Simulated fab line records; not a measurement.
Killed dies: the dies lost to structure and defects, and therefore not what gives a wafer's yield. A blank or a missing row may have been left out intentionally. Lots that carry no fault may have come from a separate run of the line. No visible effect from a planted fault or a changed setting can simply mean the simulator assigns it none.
2 desks looking at one fault ; flow nand_harc ; each desk has only its own numbers; what lay behind them comes last

== THE DEFECT DESK ==
Per lot, the means of the sampled wafers with a number show what the inspections along the route counted. The brackets show how far a lot's mean lies from the usual mean; more than 4 standard deviations puts the lot out of limits, marked OUT.
Columns: A = raw_defect_count at NHARC_A_START_INSPECT_01, usual 3.5
lot;first seen here;A
L132;day 7 01:26;3.3
L133;day 7 02:08;2.3
L134;day 7 17:28;4.7
L135;day 7 19:14;2.3
L137;day 8 20:25;4.3
L139;day 9 17:07;1.3
L138;day 9 17:26;4.0
L140;day 10 06:22;4.7
L143;day 11 05:10;3.3
L144;day 11 12:37;2.3
L145;day 12 05:45;4.7
L147;day 12 20:00;5.0
L152;day 15 03:11;2.7
L154;day 16 03:47;5.3
Finding of this desk: none of the 14 lots has anything out of limits.

== AT THE METROLOGY DESK ==
Means of the sampled wafers that have a number, per lot and without regard to the tool the lot ran on: this is what the gauges read. The brackets show how far a lot's mean lies from the usual mean; more than 4 standard deviations puts the lot out of limits, marked OUT.
Columns: A = thk_nm at NHARC_A_ONON_D1_THK_MEAS_08, usual 998 nm
lot;first seen here;A
L132;day 8 01:26;982
L133;day 8 01:26;1008
L134;day 8 18:07;1013
L135;day 8 18:07;993
L137;day 9 20:18;993
L138;day 10 18:46;1007
L139;day 10 18:48;985
L140;day 11 06:44;995
L143;day 12 06:36;1004
L144;day 12 12:10;1002
L145;day 13 06:25;993
L147;day 13 22:19;1005
L152;day 16 03:20;598 (-40) OUT
L154;day 17 01:08;584 (-41) OUT
This desk's finding: out of limits on L152, L154; first on L152, day 16 03:20 (thk_nm at NHARC_A_ONON_D1_THK_MEAS_08). L132, L133, L134, L135, L137, L138, L139, L140, L143, L144, L145, L147: within limits.

== TAKEN TOGETHER ==
At day 16 03:20 the metrology desk could have sounded an alarm, on L152, L154.
Nothing out of limits was seen by the defect desk.
The defect desk has L152, L154 on record, within its limits.
The lots listed all ran NHARC_A_ONON_D1_DEP_06 on pecvd_onon-03.

== WHAT THE SIMULATOR HAD INSERTED ==
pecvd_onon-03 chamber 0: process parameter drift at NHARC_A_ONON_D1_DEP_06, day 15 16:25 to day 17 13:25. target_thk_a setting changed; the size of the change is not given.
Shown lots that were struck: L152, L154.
Delay in hours, fault start to first out-of-limits reading, per desk: metrology desk 11.
